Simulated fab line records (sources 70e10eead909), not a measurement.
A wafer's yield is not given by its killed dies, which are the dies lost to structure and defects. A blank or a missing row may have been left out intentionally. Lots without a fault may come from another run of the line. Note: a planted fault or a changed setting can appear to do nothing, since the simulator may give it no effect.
Comparing a struck lot with a sound one    flow nand harc    14 steps out of a route of 1302
Sound: these wafers, L136.1, L136.4, L136.6. Wafers struck: L146.2, L146.4, L146.5. At the end, the cause is stated.
For every step that has rows: the tool of each side, followed by ch and its chambers, followed by its first start. Under that, the readings that differ: sound wafers    struck wafers    difference of the means    sigmas: that difference in standard deviations of wafers without a fault.
alike: same words and numbers on both sides, and readings whose means sit less than 2 such deviations apart. not compared: any withheld reading, any reading some wafer has no value for, any bound like >300 that may hide the same value, and any number with overlapping values for which the record gives no deviation.
Wherever a step has rows on one side only, a row that says differs or no value, or a row with sigmas, the two part there. When numbers do not overlap yet have no deviation, they are printed without sigmas and do not part them. A reading that every wafer of one side lacks parts them only if that side has two wafers or more.

NHARC_A_WL_FILL_ALD_10: deposits SiO2, target thk 50 nm, pulse time 10 s, ald cycles 500.
  sound on ald hk-02 ch 0,2,3, day 21 20:37; struck on ald hk-02 ch 0,2,3, day 26 09:02
  alike: heater power outer w, heater power w, precursor pulse height rel
then, 1 step without rows for these wafers: NHARC_A_WL_FILL_ETCHBACK_16 (etches the open film in C4F8/O2/Ar, target depth 120 nm, time 24 s).
NHARC_A_WL_FILL_STRIP_29: strips in O2, time 20 s.
  sound on rie diel-07 ch 0,3, day 22 00:52; struck on rie diel-08 ch 1,2, day 26 12:46
reading                          sound           struck          difference  sigmas
showerhead plenum p Torr (Torr)  3.35 3.36 3.35  3.63 3.71 3.71  +0.33       +2
  alike: drypump motor current A, oes product au, rf vpp V, throttle valve pct
  not compared: rf hours counter h
NHARC_A_WL_FILL_ETCHBACK_17: etches the open film in Cl2/BCl3, target depth 4 nm, time 26.7 s.
  sound on rie metal-01 ch 0,1, day 22 00:58; struck on rie metal-02 ch 0,1, day 26 12:52
  alike: drypump motor current A, oes product au
  not compared: rf hours counter h
then, 3 steps without rows for these wafers: NHARC_A_WL_FILL_PRECLEAN_18 (cleans in dHF, time 30 s); NHARC_A_WL_FILL_SRD_21; NHARC_A_WL_FILL_CVD_23 (deposits poly-Si, target thk 40 nm, time 800 s).
NHARC_A_WL_FILL_ETCHBACK_26: etches the open film in HBr, target depth 52 nm, time 13.3 s.
  sound on rie si-04 ch 0,1,3, day 22 06:10; struck on rie si-05 ch 1,2, day 26 18:02
  alike: bias w, drypump motor current A, oes product au, throttle valve pct
  not compared: rf hours counter h
then, 2 steps without rows for these wafers: NHARC_A_WL_FILL_PRECLEAN_30 (cleans in dHF, time 10 s); NHARC_A_WL_FILL_SRD_14.
NHARC_A_WL_FILL_ALD_19: deposits TiN, target thk 2 nm, pulse time 3 s, ald cycles 100.
  sound on ald metal-03 ch 0,1,2, day 22 06:28; struck on ald metal-03 ch 0,3, day 26 18:18
  alike: heater power outer w, heater power w, precursor pulse height rel
NHARC_A_WL_FILL_CVD_20: deposits W, target thk 100 nm, time 74 s.
  sound on cvd w-02 ch 0,1, day 22 06:40; struck on cvd w-01 ch 0,1, day 26 18:30
  no value came back on the struck wafers for chamber pressure Torr (Torr), heater power outer w (W), heater power w (W), throttle valve pct (%); on the sound wafers chamber pressure Torr (Torr) reads 39.90 40.10 39.85
NHARC_A_WL_FILL_CMP_12: polishes, t overpolish 30 s, target thk 100 nm.
  sound on cmp-02 ch 1,2,3, day 22 06:51; struck on cmp-01 ch 0,3, day 26 18:41
reading                 sound           struck       difference  sigmas
time to endpoint s (s)  19.8 27.0 19.0  3.1 4.4 6.0  -17.4       -7
  alike: motor current A, overpolish run s, slurry flow ml min
-- break in the record here, with 3 days between the starts of the struck wafers on either side (left off in module A_WL_FILL, picked up again in module END, where the first step shown is number 1302 on the route) --
NHARC_END_SORT_01:
  sound on prober-02 ch 0, day 25 16:15; struck on prober-02 ch 0, day 29 21:49
reading          sound        struck       difference  sigmas
killed at array  95 109 117   671 675 670  +565        +24
killed dies      103 113 121  677 677 677  +565        +24
  alike: killed at other, killed at periphery, killed open, killed short

== WHERE THEY PART ==
Last at NHARC_END_SORT_01 as far as this record goes, first at NHARC_A_WL_FILL_STRIP_29.

WHY: the cause the simulator had injected
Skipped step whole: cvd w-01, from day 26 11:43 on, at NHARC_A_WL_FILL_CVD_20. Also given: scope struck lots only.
